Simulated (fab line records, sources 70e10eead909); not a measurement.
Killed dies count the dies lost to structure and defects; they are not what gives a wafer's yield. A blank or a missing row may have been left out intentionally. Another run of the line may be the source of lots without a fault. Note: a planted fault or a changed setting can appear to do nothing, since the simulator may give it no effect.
What tool caused it? -- flow nand harc -- 12 lots with 34 wafers sampled at 7 steps, on a route of 1302 steps

WHAT THE GAUGES READ, wafer by wafer
NHARC_P_GATE_INSPECT_68. Usual: raw defect count reads 217 (standard deviation 91).
lot,measured,on,raw defect count,flag
L534,day 6 07:24,defect inspect-02,209 124 122,
L535,day 6 10:38,defect inspect-02,179 120 143,
L538,day 7 19:37,defect inspect-01,207 208 163,
L539,day 8 07:40,defect inspect-02,152 231 178,
L541,day 9 08:15,defect inspect-02,224 268 202,
L542,day 9 13:53,defect inspect-02,245 246 134,
L545,day 10 21:05,defect inspect-01,243 175 216,
L547,day 12 02:46,defect inspect-01,208 154 219,
L548,day 12 05:37,defect inspect-01,147 289 148,
L549,day 12 12:55,defect inspect-01,234 137 98,
L551,day 13 09:37,defect inspect-01,1642 1653,OFF
L556,day 15 19:04,defect inspect-01,125 185 160,

NHARC_P_CONTACT_CD_MEAS_12: the cd target is 90 nm. Usual: cd nm reads 90.2 nm (standard deviation 0.79).
lot,measured,on,cd nm (nm),flag
L534,day 6 09:01,cd sem-01,90.6 91.3 91.1,
L535,day 6 12:14,cd sem-02,89.7 89.4 89.1,
L538,day 7 21:06,cd sem-03,89.0 89.0 89.9,
L539,day 8 09:16,cd sem-03,91.2 91.7 91.8,
L541,day 9 09:52,cd sem-03,89.5 89.1 89.6,
L542,day 9 15:24,cd sem-02,90.7 90.0 89.8,
L545,day 10 22:42,cd sem-01,90.9 91.5 90.5,
L547,day 12 04:15,cd sem-01,92.2 89.9 90.6,
L548,day 12 07:15,cd sem-01,90.5 89.7 90.1,
L549,day 12 14:25,cd sem-02,89.0 90.2 89.7,
L551,day 13 18:29,cd sem-02,90.8,
L556,day 15 20:55,cd sem-01,89.0 89.5 89.3,

NHARC_END_SORT_01. Usual: killed at array 52, standard deviation 18; killed at other 1.2, standard deviation 1.5; killed at periphery 4, standard deviation 3.2; killed dies 57, standard deviation 17; killed open 3.1, standard deviation 1.9; killed short 2.5, standard deviation 1.7.
lot,measured,on,killed at array,killed at other,killed at periphery,killed dies,killed open,killed short,flag
L545,day 29 15:56,prober-02,65 70 68,0 0 0,3 5 2,68 75 70,2 0 7,1 2 3,
L547,day 30 07:08,prober-01,85 61 72,0 0 1,3 1 1,88 62 74,6 3 0,2 1 4,
L548,day 30 12:46,prober-02,32,0,1,33,1,1,
L549,day 31 08:42,prober-02,73 51 41,0 5 4,2 2 1,75 58 46,5 3 6,6 0 3,
L551,day 33 14:08,prober-01,71,3,73,147,0,3,OFF

WHICH TOOL RAN EACH LOT (tool, then ch and the chambers of the sampled wafers, then the start)
lot,NHARC_P_GATE_STRIP_106,NHARC_P_GATE_DESCUM_48,NHARC_P_CONTACT_DEP_30,NHARC_P_CONTACT_DEP_00
L534,"rie diel-02 ch 1,3, day 5 13:00","rie diel-02 ch 1,2, day 6 01:01","pecvd-03 ch 0,1,2, day 6 07:28","pecvd-03 ch 0,1,2, day 6 09:01 or earlier"
L535,"rie diel-07 ch 0,3, day 5 16:00","rie diel-02 ch 0,1,2, day 6 04:08","pecvd-01 ch 0,2, day 6 10:42","pecvd-01 ch 0,2, day 6 12:14 or earlier"
L538,"rie diel-07 ch 2,3, day 7 01:00","rie diel-07 ch 0,3, day 7 13:14","pecvd-01 ch 0,2, day 7 19:43","pecvd-01 ch 0,2, day 7 21:06 or earlier"
L539,"rie diel-07 ch 1,2,3, day 7 11:00","rie diel-02 ch 0,1,3, day 8 01:25","pecvd-01 ch 0,1,2, day 8 07:44","pecvd-01 ch 0,1,2, day 8 09:16 or earlier"
L541,"rie diel-07 ch 0,3, day 8 08:00","rie diel-01 ch 1,2, day 9 01:57","pecvd-01 ch 1,2, day 9 08:19","pecvd-01 ch 1,2, day 9 09:52 or earlier"
L542,"rie diel-01 ch 0,1,3, day 8 19:00","rie diel-01 ch 2,3, day 9 07:22","pecvd-01 ch 1,2, day 9 13:59","pecvd-01 ch 1,2, day 9 15:24 or earlier"
L545,"rie diel-01 ch 0,2,3, day 10 03:00","rie diel-01 ch 1,2, day 10 14:40","pecvd-03 ch 0,1,2, day 10 21:16","pecvd-03 ch 0,1,2, day 10 22:42 or earlier"
L547,"rie diel-07 ch 0,2,3, day 11 02:00","rie diel-07 ch 0,1,3, day 11 20:25","pecvd-01 ch 0,1,2, day 12 02:50","pecvd-01 ch 0,1,2, day 12 04:15 or earlier"
L548,"rie diel-01 ch 2,3, day 11 11:00","rie diel-02 ch 1,2,3, day 11 23:16","pecvd-01 ch 1,2, day 12 05:41","pecvd-01 ch 1,2, day 12 07:15 or earlier"
L549,"rie diel-01 ch 0,1,3, day 11 18:00","rie diel-07 ch 0,3, day 12 06:34","pecvd-01 ch 0,1,2, day 12 13:04","pecvd-01 ch 0,1,2, day 12 14:25 or earlier"
L551,"rie diel-07 ch 3, day 12 15:00","rie diel-02 ch 3, day 13 03:14","pecvd-01 ch 0, day 13 16:56","pecvd-01 ch 0, day 13 18:29 or earlier"
L556,"rie diel-01 ch 0,2, day 14 14:00","rie diel-07 ch 1,2,3, day 15 02:31","pecvd-04 ch 1,2, day 15 19:14","pecvd-04 ch 1,2, day 15 19:36"
- NHARC_P_GATE_STRIP_106: strips in O2/COS.
- NHARC_P_GATE_DESCUM_48: chemistry O2, time 3 s.
- NHARC_P_CONTACT_DEP_30: deposits SiNx, target thk 30 nm.
- NHARC_P_CONTACT_DEP_00: deposits SiO2, target thk 500 nm.

AS READ BY THE TOOLS THEMSELVES (means over the sampled wafers that have a number; for cases with no such wafer, the mark the record gives instead)
NHARC_P_GATE_DESCUM_48. Usual: drypump motor current A 5.8 A, standard deviation 0.37; oes product au 1.001 a.u., standard deviation 0.01; rf vpp V 57.7 V, standard deviation 0.88; showerhead plenum p Torr 1.88 Torr, standard deviation 0.072; throttle valve pct 11.312 %, standard deviation 0.0095.
lot,tool,drypump motor current A (A),oes product au (a.u.),rf vpp V (V),showerhead plenum p Torr (Torr),throttle valve pct (%),flag
L534,rie diel-02,6.0,0.991,56.9,1.81,11.320,
L535,rie diel-02,5.9,0.992,57.2,1.82,11.314,
L538,rie diel-07,5.5,1.002,58.3,1.98,11.315,
L539,rie diel-02,5.8,1.004,57.3,1.83,11.313,
L541,rie diel-01,5.3,1.006,57.8,1.90,11.320,
L542,rie diel-01,5.4,1.010,57.6,1.90,11.311,
L545,rie diel-01,5.3,1.005,57.8,1.90,11.306,
L547,rie diel-07,5.7,0.993,57.6,1.91,11.312,
L548,rie diel-02,6.0,1.002,57.0,1.82,11.304,
L549,rie diel-07,6.0,1.001,57.7,1.90,11.317,
L551,rie diel-02,5.9,1.003,57.6,1.84,11.297,
L556,rie diel-07,6.0,1.006,57.6,1.88,11.302,

NHARC_P_CONTACT_DEP_30. Usual: heater power outer w 413 W, standard deviation 68; heater power w 679 W, standard deviation 71; rf fwd power W 448.7 W, standard deviation 1.2.
lot,tool,heater power outer w (W),heater power w (W),rf fwd power W (W),flag
L534,pecvd-03,388,678,449.2,
L535,pecvd-01,450,697,449.6,
L538,pecvd-01,420,645,447.6,
L539,pecvd-01,454,723,448.0,
L541,pecvd-01,398,666,448.8,
L542,pecvd-01,397,679,450.5,
L545,pecvd-03,377,643,448.4,
L547,pecvd-01,474,725,447.9,
L548,pecvd-01,384,648,448.6,
L549,pecvd-01,413,663,449.6,
L551,pecvd-01,534,776,451.5,
L556,pecvd-04,413,671,448.0,

NHARC_P_CONTACT_DEP_00. Usual: heater power outer w 294 W, standard deviation 79; heater power w 518 W, standard deviation 82; rf fwd power W 898.2 W, standard deviation 2.5; throttle valve pct 16.1 %, standard deviation 0.61.
lot,tool,heater power outer w (W),heater power w (W),rf fwd power W (W),throttle valve pct (%),flag
L534,pecvd-03,274,528,898.8,16.2,
L535,pecvd-01,303,516,899.3,16.2,
L538,pecvd-01,374,575,894.9,16.3,
L539,pecvd-01,339,573,896.9,15.9,
L541,pecvd-01,262,487,899.4,15.7,
L542,pecvd-01,305,538,901.2,15.7,
L545,pecvd-03,250,468,897.2,16.2,
L547,pecvd-01,341,561,898.0,16.3,
L548,pecvd-01,271,502,898.9,15.8,
L549,pecvd-01,337,566,894.5,16.1,
L551,pecvd-01,397,583,895.1,17.1,
L556,pecvd-04,234,436,898.6,16.1,

THE ANSWER, worked out from the rows above alone
Rule: a lot counts as off when the mean over its wafers that have a number is more than 3 standard deviations away from the usual mean. Also off: a lot with no number at a reading for which 4 or more lots have one. The other lots that the step has rows for count as sound. After the gauges, taken in route order, come the tools' own readings; for these a lot's mean is taken, as printed above. At the first step where some lot is off, the reading lying furthest off is the one used; lots without a number count as furthest.
Off, at NHARC_P_GATE_INSPECT_68 on raw defect count: L551.
A tool fits if, at a process step before that reading, it ran every lot that is off, and no sound lot after the first of them. The gauges at NHARC_P_GATE_INSPECT_68 aren't tried: what is off there is off at NHARC_END_SORT_01 too, on other tools, and a gauge's error can't cause that. Can't be told from this: 2 tools fit, rie diel-07 at NHARC_P_GATE_STRIP_106, rie diel-02 at NHARC_P_GATE_DESCUM_48.

WHAT THE SIMULATOR PUT IN
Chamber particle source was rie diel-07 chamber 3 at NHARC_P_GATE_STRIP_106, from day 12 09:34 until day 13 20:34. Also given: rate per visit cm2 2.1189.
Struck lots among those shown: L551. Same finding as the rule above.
